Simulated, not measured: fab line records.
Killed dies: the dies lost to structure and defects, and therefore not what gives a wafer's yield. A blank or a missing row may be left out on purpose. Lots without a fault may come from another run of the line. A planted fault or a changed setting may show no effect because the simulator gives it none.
Which tool is to blame? ; flow nand harc ; 24 lots, 72 wafers sampled, at 5 steps of a route of 1302

== WHAT EACH GAUGE READ, for each wafer ==
NHARC_A_CONTACT_CD_MEAS_80. Usual: cd nm reads 289.3 nm (standard deviation 0.67).
lot;measured;on;cd nm (nm);flag
L074;day 22 08:14;cd sem-02;289.4 289.5 289.1;
L075;day 23 03:32;cd sem-01;290.4 289.2 290.8;
L076;day 23 03:29;cd sem-03;289.3 289.9 290.2;
L077;day 23 06:08;cd sem-02;289.6 289.3 288.9;
L078;day 23 15:21;cd sem-03;288.9 288.8 289.1;
L079;day 23 21:36;cd sem-01;290.4 290.2 290.6;
L080;day 23 23:37;cd sem-02;290.0 290.0 290.3;
L082;day 25 04:10;cd sem-01;288.6 289.3 289.7;
L081;day 25 05:47;cd sem-02;288.0 289.2 289.0;
L085;day 26 02:34;cd sem-02;288.8 289.3 290.2;
L084;day 26 05:20;cd sem-01;289.1 290.1 290.1;
L083;day 26 16:40;cd sem-01;289.8 289.1 289.4;
L086;day 27 03:34;cd sem-01;288.8 288.7 288.8;
L087;day 27 10:11;cd sem-02;289.7 289.1 288.7;
L090;day 28 11:34;cd sem-01;289.3 289.2 289.4;
L091;day 28 12:01;cd sem-01;287.9 288.0 287.8;
L089;day 28 14:52;cd sem-01;289.1 289.3 289.7;
L088;day 28 17:41;cd sem-01;288.1 288.1 288.0;
L092;day 29 15:31;cd sem-03;288.3 288.5 287.9;
L093;day 30 02:30;cd sem-01;290.2 289.5 289.7;
L094;day 30 05:41;cd sem-01;289.6 289.4 290.2;
L095;day 30 19:49;cd sem-01;288.3 288.9 288.3;
L096;day 31 05:55;cd sem-01;288.9 289.6 288.8;
L097;day 31 11:28;cd sem-03;289.2 289.5 289.4;

== WHICH TOOL RAN EACH LOT (tool, then ch and the chambers of the sampled wafers, then the start) ==
lot;NHARC_A_CONTACT_ETCH_118;NHARC_A_CONTACT_ETCH_96;NHARC_A_CONTACT_ETCH_125;NHARC_A_CONTACT_ETCH_91
L074;har cap etch-03 ch 0,1, day 21 20:53;rie diel-10 ch 0,2,3, day 22 05:52 or earlier;har cap etch-03 ch 0,1, day 22 05:52;rie diel-10 ch 0,1,3, day 22 08:02
L075;har cap etch-01 ch 0,1, day 22 13:18;rie diel-10 ch 0,2, day 23 01:11 or earlier;har cap etch-03 ch 0,1, day 23 01:11;rie diel-10 ch 0,1,2, day 23 03:20
L076;har cap etch-03 ch 0,1, day 22 13:22;rie diel-10 ch 0,1,2, day 23 00:28 or earlier;har cap etch-01 ch 0,1, day 23 00:28;rie diel-10 ch 0,3, day 23 03:13
L077;har cap etch-02 ch 0,1, day 22 14:49;rie diel-07 ch 0,1,2, day 23 03:46 or earlier;har cap etch-02 ch 0,1, day 23 03:46;rie diel-10 ch 0,1,2, day 23 05:57
L078;har cap etch-02 ch 0,1, day 23 00:31;rie diel-10 ch 2,3, day 23 12:58 or earlier;har cap etch-01 ch 0,1, day 23 12:58;rie diel-01 ch 0,3, day 23 15:08
L079;har cap etch-01 ch 0,1, day 23 10:16;rie diel-10 ch 0,1,3, day 23 19:12 or earlier;har cap etch-03 ch 1, day 23 19:12;rie diel-07 ch 2,3, day 23 21:23
L080;har cap etch-03 ch 0,1, day 23 11:07;rie diel-10 ch 1,2,3, day 23 20:44 or earlier;har cap etch-01 ch 0,1, day 23 20:44;rie diel-10 ch 0,2,3, day 23 22:57
L082;har cap etch-02 ch 0,1, day 24 16:53;rie diel-10 ch 1,3, day 25 01:49 or earlier;har cap etch-01 ch 0,1, day 25 01:49;rie diel-10 ch 0,2,3, day 25 03:57
L081;har cap etch-03 ch 0, day 24 18:28;rie diel-10 ch 1,2,3, day 25 03:25 or earlier;har cap etch-02 ch 0,1, day 25 03:25;rie diel-10 ch 0,3, day 25 05:35
L085;har cap etch-03 ch 0,1, day 25 15:26;rie diel-10 ch 0,1,3, day 26 00:11 or earlier;har cap etch-01 ch 0,1, day 26 00:11;rie diel-07 ch 1,2,3, day 26 02:23
L084;har cap etch-02 ch 0,1, day 25 15:43;rie diel-07 ch 2,3, day 25 17:56;har cap etch-02 ch 0,1, day 26 02:58;rie diel-01 ch 0,1,3, day 26 05:08
L083;har cap etch-03 ch 0,1, day 26 01:45;rie diel-01 ch 2,3, day 26 14:18 or earlier;har cap etch-01 ch 0,1, day 26 14:18;rie diel-10 ch 0,1,2, day 26 16:27
L086;har cap etch-03 ch 0,1, day 26 13:18;rie diel-01 ch 0,1,3, day 27 01:09 or earlier;har cap etch-01 ch 0,1, day 27 01:09;rie diel-10 ch 0,1,3, day 27 03:20
L087;har cap etch-02 ch 0,1, day 26 22:38;rie diel-10 ch 1,2,3, day 27 07:51 or earlier;har cap etch-02 ch 0,1, day 27 07:51;rie diel-10 ch 0,2,3, day 27 10:00
L090;har cap etch-02 ch 0,1, day 27 22:17;rie diel-10 ch 0,2,3, day 28 09:10 or earlier;har cap etch-03 ch 0,1, day 28 09:10;rie diel-07 ch 2,3, day 28 11:19
L091;har cap etch-03 ch 0,1, day 27 22:37;rie diel-10 ch 0,1,2, day 28 09:36 or earlier;har cap etch-01 ch 0,1, day 28 09:36;rie diel-01 ch 0,1,3, day 28 11:49
L089;har cap etch-01 ch 0,1, day 28 02:39;rie diel-10 ch 0,1,2, day 28 12:22 or earlier;har cap etch-02 ch 0,1, day 28 12:22;rie diel-01 ch 0,1,2, day 28 14:32
L088;har cap etch-02 ch 0,1, day 28 04:34;rie diel-10 ch 1,2, day 28 15:20 or earlier;har cap etch-03 ch 0,1, day 28 15:20;rie diel-10 ch 0,3, day 28 17:28
L092;har cap etch-01 ch 0,1, day 29 03:50;rie diel-07 ch 2,3, day 29 13:08 or earlier;har cap etch-03 ch 0,1, day 29 13:08;rie diel-01 ch 1,3, day 29 15:18
L093;har cap etch-01 ch 0,1, day 29 14:25;rie diel-07 ch 0,1,3, day 30 00:08 or earlier;har cap etch-01 ch 0,1, day 30 00:08;rie diel-01 ch 2,3, day 30 02:17
L094;har cap etch-02 ch 0,1, day 29 17:04;rie diel-10 ch 0,1,2, day 30 03:16 or earlier;har cap etch-02 ch 0,1, day 30 03:16;rie diel-10 ch 1,2,3, day 30 05:28
L095;har cap etch-03 ch 0,1, day 30 05:25;rie diel-10 ch 0,2, day 30 08:08;har cap etch-01 ch 0,1, day 30 17:26;rie diel-10 ch 0,2,3, day 30 19:37
L096;har cap etch-03 ch 0,1, day 30 17:40;rie diel-01 ch 1,2,3, day 31 02:53 or earlier;har cap etch-03 ch 0,1, day 31 02:53;rie diel-01 ch 2,3, day 31 05:43
L097;har cap etch-02 ch 0, day 31 00:04;rie diel-07 ch 0,2, day 31 09:05 or earlier;har cap etch-02 ch 0,1, day 31 09:05;rie diel-10 ch 2,3, day 31 11:16
- NHARC_A_CONTACT_ETCH_118: etches the open film in C4F8/O2/Ar, time 190 s, target depth 1850 nm.
- NHARC_A_CONTACT_ETCH_96: etches the open film in C4F6/O2, target depth 20 nm, time 10 s.
- NHARC_A_CONTACT_ETCH_125: etches the open film in C4F8/O2/Ar, time 197 s, target depth 1918 nm.
- NHARC_A_CONTACT_ETCH_91: etches the open film in CH3F/O2, target depth 40 nm, time 85.7 s.

== WHAT THE TOOLS THEMSELVES READ (means of the sampled wafers that have a number; where no wafer has one, the mark that the record gives instead) ==
NHARC_A_CONTACT_ETCH_96. Usual: drypump motor current A 5.80 A, standard deviation 0.26; oes product au 0.98 a.u., standard deviation 0.031; rf vpp V 545 V, standard deviation 3.3; showerhead plenum p Torr 3.82 Torr, standard deviation 0.15; throttle valve pct 26.904 %, standard deviation 0.0087.
lot;tool;drypump motor current A (A);oes product au (a.u.);rf vpp V (V);showerhead plenum p Torr (Torr);throttle valve pct (%);flag
L074;rie diel-10;5.79;0.97;543;3.72;26.907;
L075;rie diel-10;5.80;1.00;542;3.68;26.909;
L076;rie diel-10;5.69;0.98;545;3.81;26.912;
L077;rie diel-07;5.63;0.97;545;3.81;26.893;
L078;rie diel-10;5.87;0.99;542;3.72;26.903;
L079;rie diel-10;5.70;0.99;544;3.83;26.900;
L080;rie diel-10;5.77;1.01;544;3.81;26.910;
L082;rie diel-10;5.75;1.02;545;3.84;26.903;
L081;rie diel-10;5.79;1.01;544;3.81;26.892;
L085;rie diel-10;5.68;1.01;545;3.83;26.910;
L084;rie diel-07;5.80;0.95;546;3.90;26.908;
L083;rie diel-01;6.33;1.01;547;3.86;26.905;
L086;rie diel-01;6.22;0.96;546;3.86;26.905;
L087;rie diel-10;5.79;0.94;545;3.80;26.903;
L090;rie diel-10;5.79;0.95;541;3.70;26.910;
L091;rie diel-10;5.70;0.99;545;3.79;26.906;
L089;rie diel-10;5.74;0.94;544;3.79;26.899;
L088;rie diel-10;5.79;0.93;544;3.77;26.907;
L092;rie diel-07;5.78;0.97;551;4.07;26.911;
L093;rie diel-07;5.67;1.01;547;3.89;26.905;
L094;rie diel-10;5.74;0.94;544;3.79;26.893;
L095;rie diel-10;5.79;0.91;542;3.67;26.900;
L096;rie diel-01;6.32;0.96;545;3.80;26.899;
L097;rie diel-07;5.32;1.00;548;3.96;26.900;

NHARC_A_CONTACT_ETCH_91. Usual: drypump motor current A 5.9 A, standard deviation 0.3; oes product au 0.940 a.u., standard deviation 0.026; rf vpp V 243.3 V, standard deviation 1.4; showerhead plenum p Torr 2.38 Torr, standard deviation 0.087; throttle valve pct 20.663 %, standard deviation 0.0083.
lot;tool;drypump motor current A (A);oes product au (a.u.);rf vpp V (V);showerhead plenum p Torr (Torr);throttle valve pct (%);flag
L074;rie diel-10;5.7;0.938;243.8;2.40;20.663;
L075;rie diel-10;5.7;0.932;242.6;2.38;20.658;
L076;rie diel-10;5.7;0.942;243.3;2.33;20.657;
L077;rie diel-10;5.7;0.929;242.8;2.38;20.654;
L078;rie diel-01;5.9;0.924;244.6;2.44;20.657;
L079;rie diel-07;5.7;0.933;243.8;2.38;20.671;
L080;rie diel-10;5.8;0.935;242.2;2.31;20.668;
L082;rie diel-10;5.8;0.943;242.1;2.31;20.659;
L081;rie diel-10;5.8;0.937;243.9;2.33;20.668;
L085;rie diel-07;5.8;0.926;243.8;2.41;20.671;
L084;rie diel-01;6.2;0.940;243.6;2.41;20.659;
L083;rie diel-10;5.7;0.992;244.0;2.38;20.655;
L086;rie diel-10;5.7;0.925;243.2;2.40;20.668;
L087;rie diel-10;5.8;0.924;243.3;2.31;20.668;
L090;rie diel-07;5.8;1.008;246.3;2.56;20.664;
L091;rie diel-01;6.2;0.930;244.2;2.41;20.664;
L089;rie diel-01;6.1;1.008;243.0;2.38;20.659;
L088;rie diel-10;5.7;0.920;242.9;2.32;20.666;
L092;rie diel-01;6.5;0.934;243.9;2.38;20.657;
L093;rie diel-01;6.2;0.937;244.3;2.37;20.665;
L094;rie diel-10;5.8;0.923;243.8;2.37;20.669;
L095;rie diel-10;5.8;0.950;242.2;2.30;20.659;
L096;rie diel-01;6.3;0.933;243.2;2.39;20.670;
L097;rie diel-10;5.9;0.917;241.4;2.29;20.661;

== THE ANSWER, worked out from the rows above alone ==
Rule: take the mean of a lot's wafers that have a number; if it is more than 3 standard deviations from the usual mean, the lot is off. A lot without any number at a reading at which 4 lots or more have one is off too. Where the step has rows for the other lots, those lots are counted as sound. Order of review: gauges by route order, followed by the tools' own readings, for which a lot's mean as printed above is used. The first step at which some lot is off is used, and at that step the reading that is off furthest; a lot without a number counts as furthest.
Nothing can be told from this: no lot is off at any reading shown.

== WHAT THE SIMULATOR HAD PUT IN ==
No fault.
